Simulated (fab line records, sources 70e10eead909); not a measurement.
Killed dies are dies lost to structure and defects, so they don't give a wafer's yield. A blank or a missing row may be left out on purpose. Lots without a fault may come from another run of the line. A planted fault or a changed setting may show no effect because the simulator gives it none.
Which tool did it? | flow nand_harc | 24 lots, 72 wafers sampled, at 5 steps of a route of 1302

WHAT THE GAUGES READ, wafer by wafer
NHARC_P_CONTACT_OVL_MEAS_13.
lot  | measured     | on         | overlay_x_nm (nm) | overlay_y_nm (nm)
L074 | day 6 03:31  | overlay-01 | 0.7 0.2 1.4       | 0.2 0.5 0.4
L075 | day 6 11:14  | overlay-01 | 0.7 0.6 0.3       | -0.8 -0.9 -0.5
L076 | day 6 16:45  | overlay-01 | 1.0 0.9 1.0       | 1.6 1.3 1.5
L077 | day 7 10:56  | overlay-02 | -0.8 -1.7 -1.6    | 0.5 0.7 1.3
L078 | day 7 13:11  | overlay-02 | 1.4 2.0 2.3       | 0.7 0.6 0.6
L079 | day 8 01:53  | overlay-02 | 0.3 0.2 0.5       | -0.7 -0.2 -0.1
L081 | day 8 17:52  | overlay-02 | 0.0 0.3 0.3       | -0.9 -0.3 -0.4
L080 | day 8 19:17  | overlay-02 | -0.5 -0.3 -0.2    | 0.0 1.1 0.3
L082 | day 9 06:49  | overlay-02 | -0.3 -0.3 -0.6    | 0.0 0.1 -0.7
L083 | day 9 22:56  | overlay-01 | 0.5 0.9 0.5       | -0.1 0.2 0.5
L084 | day 10 07:38 | overlay-01 | -0.6 -0.6 -0.1    | 0.3 -0.1 0.4
L085 | day 10 16:10 | overlay-01 | 0.2 1.3 0.3       | 1.4 1.1 0.4
L087 | day 11 04:22 | overlay-01 | -0.6 -1.1 -0.4    | 0.4 0.7 0.5
L086 | day 11 04:29 | overlay-02 | -0.2 0.5 0.6      | 1.3 0.7 -0.1
L088 | day 11 23:33 | overlay-01 | -0.1 0.0 -0.5     | -0.7 -0.9 -0.6
L089 | day 12 00:20 | overlay-02 | 0.2 0.4 0.5       | 0.3 0.8 0.7
L090 | day 12 15:05 | overlay-01 | 0.4 1.0 0.8       | -0.7 -0.7 -0.6
L091 | day 13 01:12 | overlay-01 | 1.0 1.1 0.9       | 0.6 0.3 0.4
L092 | day 13 06:34 | overlay-02 | -0.4 -0.3 0.1     | -0.3 -0.4 -0.1
L093 | day 13 18:09 | overlay-01 | 0.7 0.9 1.0       | -1.2 -1.7 -1.6
L094 | day 14 01:56 | overlay-02 | 0.5 0.2 0.9       | 0.2 0.7 0.5
L095 | day 14 17:22 | overlay-01 | -1.3 -1.1 -1.2    | -2.3 -1.9 -1.8
L096 | day 15 01:50 | overlay-02 | -2.0 -2.0 -2.1    | -0.1 -0.3 0.0
L097 | day 15 07:58 | overlay-02 | -0.2 0.3 0.0      | -1.2 -1.4 -0.6

NHARC_P_M2_INSPECT_27.
lot  | measured     | on                | raw_defect_count
L074 | day 6 19:03  | defect_inspect-01 | 292 237 229
L075 | day 7 02:21  | defect_inspect-01 | 278 270 269
L076 | day 7 07:49  | defect_inspect-01 | 262 175 590
L077 | day 8 02:11  | defect_inspect-02 | 543 699 468
L078 | day 8 04:11  | defect_inspect-01 | 771 886 416
L079 | day 8 17:17  | defect_inspect-01 | 256 252 187
L081 | day 9 08:50  | defect_inspect-01 | 252 245 172
L080 | day 9 10:08  | defect_inspect-01 | 569 387 361
L082 | day 9 22:04  | defect_inspect-02 | 265 205 237
L083 | day 10 14:50 | defect_inspect-02 | 258 256 491
L084 | day 11 03:05 | defect_inspect-02 | 342 468 396
L085 | day 11 12:19 | defect_inspect-02 | 283 339 425
L087 | day 11 19:53 | defect_inspect-02 | 191 249 354
L086 | day 11 20:40 | defect_inspect-01 | 399 286 365
L088 | day 12 15:19 | defect_inspect-01 | 191 400 549
L089 | day 12 16:20 | defect_inspect-02 | 393 606 600
L090 | day 13 06:10 | defect_inspect-02 | 352 313 412
L091 | day 13 16:33 | defect_inspect-01 | 246 257 215
L092 | day 13 21:39 | defect_inspect-02 | 313 391 378
L093 | day 14 09:29 | defect_inspect-02 | 173 282 229
L094 | day 14 17:10 | defect_inspect-02 | 337 529 343
L095 | day 15 08:32 | defect_inspect-01 | 466 674 348
L096 | day 15 17:10 | defect_inspect-02 | 373 168 251
L097 | day 15 23:16 | defect_inspect-02 | 226 210 291

NHARC_P_BONDPAD_OVL_MEAS_38.
lot  | measured     | on         | overlay_x_nm (nm) | overlay_y_nm (nm)
L074 | day 6 20:56  | overlay-02 | -5 -5 -5          | -1 -1 -1
L075 | day 7 04:15  | overlay-01 | 11 11 10          | 5 4 5
L076 | day 7 09:42  | overlay-01 | -3 -3 -4          | -7 -7 -7
L077 | day 8 04:04  | overlay-01 | 8 9 8             | -1 -1 -1
L078 | day 8 05:55  | overlay-01 | 0 0 0             | 0 0 0
L079 | day 8 19:25  | overlay-01 | -1 0 0            | -8 -8 -8
L081 | day 9 10:43  | overlay-02 | -6 -6 -6          | -3 -3 -3
L080 | day 9 12:00  | overlay-01 | 9 10 10           | -8 -7 -7
L082 | day 10 00:04 | overlay-02 | 2 1 1             | 3 2 3
L083 | day 10 16:47 | overlay-01 | -7 -8 -8          | -9 -9 -8
L084 | day 11 05:00 | overlay-02 | -1 0 -1           | -3 -3 -3
L085 | day 11 14:03 | overlay-02 | 2 1 2             | 1 1 1
L087 | day 11 21:44 | overlay-02 | -7 -7 -8          | -2 -2 -3
L086 | day 11 22:23 | overlay-02 | 1 1 1             | -6 -6 -6
L088 | day 12 17:19 | overlay-01 | -8 -9 -8          | -4 -4 -4
L089 | day 12 18:21 | overlay-02 | -8 -8 -8          | 2 2 2
L090 | day 13 08:02 | overlay-02 | 7 7 8             | -3 -4 -3
L091 | day 13 18:16 | overlay-01 | -6 -7 -7          | -1 -1 -1
L092 | day 13 23:26 | overlay-02 | -15 -15 -15       | -7 -6 -7
L093 | day 14 11:32 | overlay-01 | 3 3 3             | -13 -13 -13
L094 | day 14 19:05 | overlay-01 | -8 -7 -7          | 2 1 2
L095 | day 15 10:24 | overlay-02 | 0 1 1             | 12 12 12
L096 | day 15 19:00 | overlay-02 | 13 13 13          | -8 -8 -8
L097 | day 16 01:02 | overlay-01 | -2 -3 -2          | 2 3 2

WHICH TOOL RAN EACH LOT (tool, then ch and the chambers of the sampled wafers, then the start)
lot  | NHARC_P_GATE_STRIP_76                | NHARC_P_M2_ETCH_15
L074 | plasma_asher-02 ch 0,1, day 5 21:48  | rie_diel-09 ch 0,2,3, day 6 19:03 or earlier
L075 | plasma_asher-02 ch 0,1, day 6 05:34  | rie_diel-02 ch 0,2, day 7 02:21 or earlier
L076 | plasma_asher-01 ch 0,1, day 6 11:13  | rie_diel-08 ch 1,2,3, day 7 07:49 or earlier
L077 | plasma_asher-02 ch 0,1, day 7 05:17  | rie_diel-08 ch 0,1,3, day 8 02:11 or earlier
L078 | plasma_asher-01 ch 0,1, day 7 07:20  | rie_diel-09 ch 0,2,3, day 8 04:11 or earlier
L079 | plasma_asher-02 ch 0,1, day 7 20:11  | rie_diel-09 ch 1,2,3, day 8 17:17 or earlier
L081 | plasma_asher-02 ch 0,1, day 8 12:17  | rie_diel-09 ch 0,1, day 9 08:50 or earlier
L080 | plasma_asher-02 ch 0,1, day 8 13:42  | rie_diel-09 ch 2,3, day 9 10:08 or earlier
L082 | plasma_asher-01 ch 0,1, day 9 01:01  | rie_diel-09 ch 0,2, day 9 22:04 or earlier
L083 | plasma_asher-02 ch 0,1, day 9 17:17  | rie_diel-09 ch 1,2, day 10 14:50 or earlier
L084 | plasma_asher-02 ch 0,1, day 10 01:35 | rie_diel-09 ch 0,1,2, day 11 03:05 or earlier
L085 | plasma_asher-02 ch 0,1, day 10 10:16 | rie_diel-09 ch 2,3, day 11 12:19 or earlier
L087 | plasma_asher-02 ch 0,1, day 10 21:16 | rie_diel-09 ch 0,1, day 11 19:53 or earlier
L086 | plasma_asher-01 ch 0,1, day 10 21:40 | rie_diel-09 ch 2,3, day 11 20:40 or earlier
L088 | plasma_asher-01 ch 0, day 11 17:51   | rie_diel-02 ch 0,1,3, day 12 15:19 or earlier
L089 | plasma_asher-02 ch 0,1, day 11 18:38 | rie_diel-02 ch 0,1, day 12 16:20 or earlier
L090 | plasma_asher-01 ch 0,1, day 12 09:31 | rie_diel-09 ch 0,1,3, day 13 06:10 or earlier
L091 | plasma_asher-01 ch 0,1, day 12 19:32 | rie_diel-02 ch 0,1,3, day 13 16:33 or earlier
L092 | plasma_asher-02 ch 0,1, day 13 01:06 | rie_diel-08 ch 0,1,2, day 13 21:39 or earlier
L093 | plasma_asher-02 ch 0,1, day 13 12:27 | rie_diel-08 ch 0,3, day 14 09:29 or earlier
L094 | plasma_asher-01 ch 0,1, day 13 19:29 | rie_diel-08 ch 1,2,3, day 14 17:10 or earlier
L095 | plasma_asher-01 ch 0,1, day 14 11:50 | rie_diel-08 ch 1,2, day 15 08:32 or earlier
L096 | plasma_asher-01 ch 0,1, day 14 19:55 | rie_diel-02 ch 0,1,2, day 15 17:10 or earlier
L097 | plasma_asher-02 ch 0,1, day 15 02:19 | rie_diel-02 ch 1,3, day 15 23:16 or earlier
- NHARC_P_GATE_STRIP_76: strips in O2.
- NHARC_P_M2_ETCH_15: etches the open film in C4F8/Ar, target depth 182.5 nm, time 91.2 s.

WHAT THE TOOLS THEMSELVES READ (means of the sampled wafers that have a number; where no wafer has one, the mark that the record gives instead)
NHARC_P_GATE_STRIP_76.
lot  | tool            | drypump_motor_current_A (A) | heater_power_w (W)
L074 | plasma_asher-02 | 5.38                        | 368
L075 | plasma_asher-02 | 5.34                        | 368
L076 | plasma_asher-01 | 5.71                        | 313
L077 | plasma_asher-02 | 5.33                        | 375
L078 | plasma_asher-01 | 5.70                        | 316
L079 | plasma_asher-02 | 5.37                        | 363
L081 | plasma_asher-02 | 5.32                        | 372
L080 | plasma_asher-02 | 5.38                        | 368
L082 | plasma_asher-01 | 5.72                        | 315
L083 | plasma_asher-02 | 5.34                        | 369
L084 | plasma_asher-02 | 5.33                        | 375
L085 | plasma_asher-02 | 5.31                        | 368
L087 | plasma_asher-02 | 5.37                        | 364
L086 | plasma_asher-01 | 5.71                        | 311
L088 | plasma_asher-01 | 5.68                        | 329
L089 | plasma_asher-02 | 5.36                        | 376
L090 | plasma_asher-01 | 5.75                        | 297
L091 | plasma_asher-01 | 5.70                        | 308
L092 | plasma_asher-02 | 5.38                        | 372
L093 | plasma_asher-02 | 5.36                        | 370
L094 | plasma_asher-01 | 5.75                        | 292
L095 | plasma_asher-01 | 5.73                        | 292
L096 | plasma_asher-01 | 5.75                        | 295
L097 | plasma_asher-02 | 5.31                        | 385

NHARC_P_M2_ETCH_15.
lot  | tool        | oes_product_au (a.u.) | rf_vpp_V (V)
L074 | rie_diel-09 | 0.971                 | 439.5
L075 | rie_diel-02 | 0.921                 | 444.0
L076 | rie_diel-08 | 0.923                 | 438.4
L077 | rie_diel-08 | 0.920                 | 439.2
L078 | rie_diel-09 | 0.962                 | 438.9
L079 | rie_diel-09 | 0.959                 | 441.9
L081 | rie_diel-09 | 0.960                 | 441.0
L080 | rie_diel-09 | 0.955                 | 439.3
L082 | rie_diel-09 | 0.963                 | 438.2
L083 | rie_diel-09 | 0.944                 | 438.4
L084 | rie_diel-09 | 0.969                 | 438.4
L085 | rie_diel-09 | 0.964                 | 440.9
L087 | rie_diel-09 | 0.926                 | 441.4
L086 | rie_diel-09 | 0.948                 | 440.2
L088 | rie_diel-02 | 0.957                 | 443.0
L089 | rie_diel-02 | 0.914                 | 442.5
L090 | rie_diel-09 | 0.969                 | 441.2
L091 | rie_diel-02 | 0.917                 | 443.6
L092 | rie_diel-08 | 0.924                 | 437.5
L093 | rie_diel-08 | 0.919                 | 438.7
L094 | rie_diel-08 | 0.924                 | 438.9
L095 | rie_diel-08 | 0.933                 | 437.3
L096 | rie_diel-02 | 0.915                 | 442.7
L097 | rie_diel-02 | 0.911                 | 442.3

THE ANSWER, worked out from the rows above alone
Rule: what is usual is taken from the lots themselves. Put in order of their means at a reading, lots are off if they are a third of the lots or fewer, leave a main group of 4 or more, and stand apart from it by a gap of 3 or more times the standard deviation of the main group's means; of several such gaps the widest counts. A main group whose means are all the same, to the digits that the tables above print for the reading, isn't used. A lot without any number at a reading at which 4 lots or more have one is off too. The other lots that the step has rows for count as sound. The gauges are gone through in route order, then the tools' own readings, and for those a lot's mean is taken as printed above. The first step at which some lot is off is used, and at that step the reading that is off furthest; a lot without a number counts as furthest.
No lot is off at any reading shown: from this, nothing can be told.

WHAT THE SIMULATOR HAD PUT IN
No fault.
